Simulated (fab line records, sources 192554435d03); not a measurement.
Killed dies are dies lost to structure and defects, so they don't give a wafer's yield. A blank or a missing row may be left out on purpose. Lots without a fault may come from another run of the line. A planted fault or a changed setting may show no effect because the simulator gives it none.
Chamber matching | flow n5_finfet | N5_FIN_CUT_STRIP_24 on rie_diel-02: 4 sister chambers
The step strips in CF4. 8 wafers are shown with their chamber, then 7 later ones without.

WAFERS WITH THEIR CHAMBER
wafer  | chamber | drypump_motor_current_A (A) | throttle_valve_pct (%)
L079.5 | 3       | 6.3                         | 13.85
L081.4 | 1       | 5.7                         | 13.75
L081.6 | 0       | 5.5                         | 13.94
L086.1 | 2       | 6.1                         | 13.62
L086.4 | 3       | 6.2                         | 13.29
L086.5 | 2       | 6.1                         | 13.60
L090.1 | 0       | 5.5                         | 13.95
L090.3 | 1       | 5.7                         | 13.79

WAFERS WITHOUT THEIR CHAMBER
wafer  | drypump_motor_current_A (A) | throttle_valve_pct (%)
L090.6 | 5.7                         | 13.80
L092.2 | 6.2                         | 13.61
L092.3 | 5.7                         | 13.80
L092.6 | 5.5                         | 13.97
L093.1 | 5.5                         | 13.99
L093.3 | 6.1                         | 13.61
L093.5 | 6.2                         | 13.63

WHICH CHAMBER EACH WENT THROUGH
wafer  | from the rows above     | in truth
L090.6 | 1                       | 1
L092.2 | can't be placed: 3 or 2 | 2
L092.3 | 1                       | 1
L092.6 | 0                       | 0
L093.1 | 0                       | 0
L093.3 | 2                       | 2
L093.5 | can't be placed: 3 or 2 | 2
Placed correctly: 5 of 7. Can't be placed from these rows: 2 (the true chamber is among the candidates in 2). Placed wrongly: 0.
How it was worked out, from the rows above alone: a wafer's distance from a chamber is the root of the sum, over the readings, of the square of ((its reading less the chamber's mean) divided by the reading's scatter). The wafer belongs to the nearest chamber; if the next one is less than 2 further off, it can't be placed. A chamber's mean is the mean of its shown wafers. The scatter: the root of (the sum of the squares of (reading less its chamber's mean) over the shown wafers, divided by (wafers less chambers)).
